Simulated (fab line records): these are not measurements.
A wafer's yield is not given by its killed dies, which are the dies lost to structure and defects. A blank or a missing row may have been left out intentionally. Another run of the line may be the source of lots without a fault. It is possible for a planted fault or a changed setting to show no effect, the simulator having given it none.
Problem report in the 8D (eight disciplines) form, filled by code | flow n5Finfet | the parts of the form that need people (team, actions taken, sign-off) are left out

1. WHAT IS WRONG
Mean of cdNm at N5_PASSIVATION_CD_MEAS_10: 2992.7 nm across 2 wafers in 2 lots; on wafers with no fault it is 3000.1 nm (standard deviation 1.7). Relative to the usual mean, that is a shift of -4.4 standard deviations.
The step: target cd 3000 nm.
Earliest sighting: wafer L437.6 on cdSem-02 at day 14 14:53. Wafers with a number at this step in the record: 33, from 11 lots. Rule for "out" (also "out of limits"): further than 4 standard deviations from the usual mean. All remaining wafers that have a number are taken as sound.

2. WHAT IT IS, AND WHAT IT ISN'T
question                    | is                | is not
which readings at this step | cdNm              | -
which lots                  | L437, L441        | L430, L431, L433, L435, L436, L438, L444, L449, L450
which wafers of those lots  | L437.6, L441.4    | L437.2, L437.5, L441.1, L441.2
read on which gauges        | cdSem-02          | cdSem-01, cdSem-03
when                        | from day 14 14:53 | up to then (20 sound wafers); but 11 sound wafers of L441, L444, L449, L450 came after

3. WHAT RULES OUT EACH SUSPECT
Counting: any tool at a process step up to the reading remains a suspect provided it ran every lot that is out. Sound lots after the first of them don't rule it out here, since some wafers of a struck lot are sound.
- the gauge at N5_PASSIVATION_CD_MEAS_10: kept. All the wafers that are out were read on cdSem-02, and no step on other tools shows them out.
- pecvd-04 at N5_PASSIVATION_PECVD_01 (deposits SiNx from SiH4/NH3/N2, target thk 200 nm, time 43.2 s): kept. It processed each lot that is out (first: L437, day 14 12:07); up to then, its last sound lot is L436 (day 14 03:46).
- lithoTrack-04 at N5_PASSIVATION_DEVELOP_09 (develop time 60 s): kept. It processed each lot that is out (first: L437, day 14 14:46); up to then, its last sound lot is L438 (day 14 10:25).
After the count, these remain: pecvd-04 at N5_PASSIVATION_PECVD_01, lithoTrack-04 at N5_PASSIVATION_DEVELOP_09 and cdSem-02 at N5_PASSIVATION_CD_MEAS_10.

4. THE CAUSE (what the simulator had put in)
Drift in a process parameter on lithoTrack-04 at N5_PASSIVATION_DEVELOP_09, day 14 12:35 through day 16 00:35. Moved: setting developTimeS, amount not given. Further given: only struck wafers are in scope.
3 suspects survive the count, and this tool is in that group.

5. THE CHAIN OF EFFECTS, in route order
One row per reading whose mean, taken over the struck wafers that have a number, lies over 3 standard deviations from the usual. Only readings whose record carries a usual standard deviation are examined. hours: median over the lots of the time between each lot's start at the first step of this table that gives one and its start at this step. sigmas: the change, counted in usual standard deviations.
hours | step                      | reading | usual     | on struck wafers | change | sigmas
0     | N5_PASSIVATION_CD_MEAS_10 | cdNm    | 3000.1 nm | 2992.7           | -7.4   | -4.4

6. WHAT WOULD HAVE CAUGHT IT SOONER
Counted from the fault's start at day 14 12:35, it took 2 hours until the first out-of-limits reading at a measuring or inspecting step in this record, taken at day 14 14:53.
Tool readings at N5_PASSIVATION_DEVELOP_09 with a usual standard deviation given in the record: none out on any struck wafer, hence no alarm at a limit of 4 standard deviations on them.
Of the lots that are out (2), L441 began N5_PASSIVATION_DEVELOP_09 on lithoTrack-04 after day 14 14:53. A hold on the tool at that time would have spared it.
